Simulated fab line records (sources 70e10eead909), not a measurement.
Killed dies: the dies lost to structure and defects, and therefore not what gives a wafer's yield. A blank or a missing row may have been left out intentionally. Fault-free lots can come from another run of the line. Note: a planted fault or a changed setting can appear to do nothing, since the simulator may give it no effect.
Comparing a struck lot with a sound one	flow nand_harc	22 out of 1159 route steps
Sound: wafers L519.1, L519.3, L519.4. Struck: wafer L521.6 (L521.2, L521.3, from the same lot, were not struck and are left out); the cause is given at the end.
Per side, at each step with rows, come the tool, then ch with its chambers, and then its first start. Under that, the readings that differ: sound wafers	struck wafers	difference of the means	sigmas: that difference in standard deviations of wafers without a fault.
alike: a reading whose means differ by less than 2 such deviations, as well as words and numbers matching on both sides. not compared: withheld readings; readings where some wafer has no value; bounds like >300 that might hide an equal value; numbers whose values overlap and for which the record gives no deviation.
A row with sigmas, a row that says differs or no value, or rows on one side alone: a step with any of these is where the two part. Numbers that have no deviation but don't overlap get no sigmas and don't part them. A reading missing from all wafers of one side parts the sides only when that side holds two or more wafers.

NHARC_A_CONTACT_CVD_19: deposits W, target thk 300 nm, time 802 s.
  sound: cvd_w-02 ch 0,1; struck: cvd_w-01 ch 1
reading	sound	struck	difference	sigmas
throttle_valve_pct (%)	7.77 7.66 7.82	8.20	+0.45	+2
  alike: heater_power_w
  not compared: since_wet_clean_h
NHARC_A_CONTACT_CMP_20: polishes, t overpolish 30 s, target thk 300 nm.
  sound on cmp-04 ch 1,2,3, day 19 10:20; struck on cmp-01 ch 2, day 19 18:20
reading	sound	struck	difference	sigmas
overpolish_run_s (s)	29.995 30.000 29.989	30.018	+0.023	+2
  alike: motor_current_A, retaining_ring_pressure_frac, time_to_endpoint_s
next, for these wafers, 1 step has no rows: NHARC_A_CONTACT_SRD_22.
NHARC_A_CONTACT_INSPECT_23:
  sound on defect_inspect-01 at day 19 10:44; struck on defect_inspect-01 at day 19 18:44
  alike: raw_defect_count
then, 7 steps without rows for these wafers: NHARC_A_BLC_DEHYDRATE_00 (time 120 s); NHARC_A_BLC_HMDS_01 (time 30 s); NHARC_A_BLC_COAT_02 (time 75 s); NHARC_A_BLC_COAT_03 (time 65 s); NHARC_A_BLC_COAT_04 (resist thk 90 nm); NHARC_A_BLC_SOFTBAKE_05 (time 55 s); NHARC_A_BLC_EBR_06.
NHARC_A_BLC_EXPOSE_07: exposes mask A BLC, target cd 100 nm.
  sound on arfi_scanner-03 ch 0, day 19 10:59; struck on arfi_scanner-03 ch 0, day 19 18:59
  alike: mask
then, 2 steps without rows for these wafers: NHARC_A_BLC_PEB_08 (peb time 65 s); NHARC_A_BLC_DEVELOP_09 (develop time 35 s).
NHARC_A_BLC_CD_MEAS_10: the cd target is 100 nm.
  sound on cd_sem-01 ch 0, day 19 11:07; struck on cd_sem-03 ch 0, day 19 19:08
reading	sound	struck	difference	sigmas
cd_nm (nm)	99.4 99.1 100.3	97.9	-1.7	-3
NHARC_A_BLC_OVL_MEAS_11:
  sound on overlay-01 at day 19 11:12; struck on overlay-02 at day 19 19:13
reading	sound	struck	difference	sigmas
overlay_y_nm (nm)	-1.5 -1.6 -1.8	1.0	+2.6	+3
  alike: overlay_x_nm
NHARC_A_BLC_INSPECT_12:
  sound on defect_inspect-01 at day 19 11:14; struck on defect_inspect-01 at day 19 19:15
  alike: raw_defect_count
NHARC_A_BLC_DESCUM_15: chemistry O2, time 3 s.
  sound on rie_diel-04 ch 0,1,3, day 19 11:19; struck on rie_diel-02 ch 2, day 19 19:19
reading	sound	struck	difference	sigmas
model.A_BLC.cd_nm (nm)	99.68 99.51 99.88	98.26	-1.43	
  alike: chamber_pressure_mTorr, drypump_motor_current_A, oes_product_au, rf_vpp_V, showerhead_plenum_p_Torr, throttle_valve_pct
  not compared: rf_hours_counter_h
NHARC_A_BLC_ETCH_16: etches the open film in CF4, target depth 39 nm, time 65 s.
  sound on rie_diel-04 ch 0,1,3, day 19 11:23; struck on rie_diel-02 ch 1, day 19 19:25
  alike: bias_w, chamber_pressure_mTorr, drypump_motor_current_A, oes_product_au, rf_vpp_V, showerhead_plenum_p_Torr, throttle_valve_pct
  not compared: rf_hours_counter_h
NHARC_A_BLC_ETCH_17: etches the open film in N2/H2, target depth 390 nm, time 609.38 s.
  sound: rie_diel-04 ch 0,2,3; struck: rie_diel-02 ch 0
  alike: bias_w, chamber_pressure_mTorr, drypump_motor_current_A, oes_product_au, rf_vpp_V, showerhead_plenum_p_Torr, throttle_valve_pct
  not compared: rf_hours_counter_h, model.A_BLC.cd_nm
NHARC_A_BLC_ETCH_18: etches the open film in C4F8/O2/Ar, target depth 910 nm.
  sound: rie_diel-04 ch 0,1,3; struck: rie_diel-02 ch 3
  alike: bias_w, chamber_pressure_mTorr, oes_product_au, rf_vpp_V
  not compared: rf_hours_counter_h
-- jump in the record: it breaks off in module A_BLC and resumes in module END (first step shown: number 1159 of the route), and 2 days separate the struck wafers' starts before and after --
NHARC_END_SORT_01:
  the record has rows for the struck wafers here (prober-02 ch 0, day 22 03:39) and none for the sound ones

## WHERE THEY PART
Last at NHARC_END_SORT_01 as far as this record goes, first at NHARC_A_CONTACT_CVD_19.

WHY: whatever the simulator had introduced
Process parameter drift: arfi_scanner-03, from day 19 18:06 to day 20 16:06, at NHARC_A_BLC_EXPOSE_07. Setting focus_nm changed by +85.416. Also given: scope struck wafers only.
